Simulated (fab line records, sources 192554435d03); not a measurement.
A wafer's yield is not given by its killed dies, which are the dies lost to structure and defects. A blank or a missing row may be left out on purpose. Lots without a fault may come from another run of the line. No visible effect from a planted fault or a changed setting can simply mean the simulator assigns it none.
Which tool did it? | flow n5_finfet | 12 lots, 34 wafers sampled, at 2 steps of a route of 1938

== WHAT THE GAUGES SHOWED, per wafer ==
N5_BEOL_M7_INSPECT_58: inspects for defects (darkfield).
lot  | measured     | on                | raw_defect_count
L251 | day 10 05:14 | defect_inspect-02 | 100 104 72
L253 | day 10 15:23 | defect_inspect-01 | 67 67 111
L256 | day 11 07:41 | defect_inspect-02 | 68 100 93
L257 | day 11 11:32 | defect_inspect-02 | 65 55 71
L259 | day 11 12:39 | defect_inspect-01 | 56 43 62
L258 | day 11 13:53 | defect_inspect-01 | 75 55 46
L260 | day 11 22:55 | defect_inspect-01 | 40 34 46
L261 | day 12 01:42 | defect_inspect-02 | 55 90
L262 | day 12 19:12 | defect_inspect-01 | 101 54 90
L267 | day 13 16:37 | defect_inspect-01 | 82 96 67
L269 | day 14 05:38 | defect_inspect-02 | 47 57
L270 | day 15 01:22 | defect_inspect-01 | 77 73 79

== TOOL THAT RAN EACH LOT (tool first, then ch and the chambers of the sampled wafers, then the start) ==
lot  | N5_BEOL_M7_CVD_78
L251 | cvd_co-01 ch 0,1, day 10 04:05
L253 | cvd_co-02 ch 0,2, day 10 13:44
L256 | cvd_co-02 ch 2, day 11 06:12
L257 | cvd_co-01 ch 0,2, day 11 10:19
L259 | cvd_co-01 ch 0,2, day 11 11:17
L258 | cvd_co-01 ch 1,2, day 11 12:40
L260 | cvd_co-02 ch 0,1,2, day 11 21:46
L261 | cvd_co-01 ch 1,2, day 12 00:24
L262 | cvd_co-02 ch 0,1, day 12 17:44
L267 | cvd_co-02 ch 1,2, day 13 15:26
L269 | cvd_co-02 ch 1,2, day 14 03:33
L270 | cvd_co-02 ch 1,2, day 15 00:10
- N5_BEOL_M7_CVD_78: deposits Co from CCTBA/H2, target thk 2 nm, time 142.3 s.

== AS READ BY THE TOOLS THEMSELVES (means over the sampled wafers that have a number; for cases with no such wafer, the mark the record gives instead) ==
N5_BEOL_M7_CVD_78.
lot  | tool      | run_length_s (s)
L251 | cvd_co-01 | 164.7
L253 | cvd_co-02 | 164.5
L256 | cvd_co-02 | 164.3
L257 | cvd_co-01 | 165.0
L259 | cvd_co-01 | 164.7
L258 | cvd_co-01 | 164.6
L260 | cvd_co-02 | 164.3
L261 | cvd_co-01 | 164.8
L262 | cvd_co-02 | 164.3
L267 | cvd_co-02 | 135.9
L269 | cvd_co-02 | 79.7
L270 | cvd_co-02 | 136.2

== THE ANSWER, worked out from the rows above alone ==
Rule: the usual values come from the lots themselves. The widest of any qualifying gaps counts: lots, ordered by their means at a reading, are off when they make up no more than a third of the lots, leave a main group of 4 or more, and stand apart from it by 3 or more times the standard deviation of that group's means. A main group whose means are all the same, to the digits that the tables above print for the reading, isn't used. Also off: a lot with no number at a reading for which 4 or more lots have one. Any other lot the step has rows for is counted as sound. First the gauges in route order, then the tools' own readings, where a lot's mean is used as printed above. The first step at which some lot is off is used, and at that step the reading that is off furthest; a lot without a number counts as furthest.
Off, at N5_BEOL_M7_CVD_78 on run_length_s: L267, L269, L270. The main group has a mean of 164.6 s with a standard deviation of 0.23.
If a tool, at that step or one of the process steps before it, ran each lot that is off and ran no sound lot following the first of them, it fits. One fits: N5_BEOL_M7_CVD_78 on cvd_co-02. A fault onset in the window from L262 (day 12 17:44, its last sound lot) to L267 (day 13 15:26, its first lot off) fits.
On the lots that are off, the tool's own readings at N5_BEOL_M7_CVD_78 differ by more than 5 times the standard deviation of the sound lots' means, which bears it out; run_length_s reads 117.3 s there versus 164.6 s on the sound lots.

== WHAT WAS PUT IN BY THE SIMULATOR ==
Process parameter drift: cvd_co-02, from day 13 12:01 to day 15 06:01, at N5_BEOL_M7_CVD_78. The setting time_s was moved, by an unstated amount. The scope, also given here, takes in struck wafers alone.
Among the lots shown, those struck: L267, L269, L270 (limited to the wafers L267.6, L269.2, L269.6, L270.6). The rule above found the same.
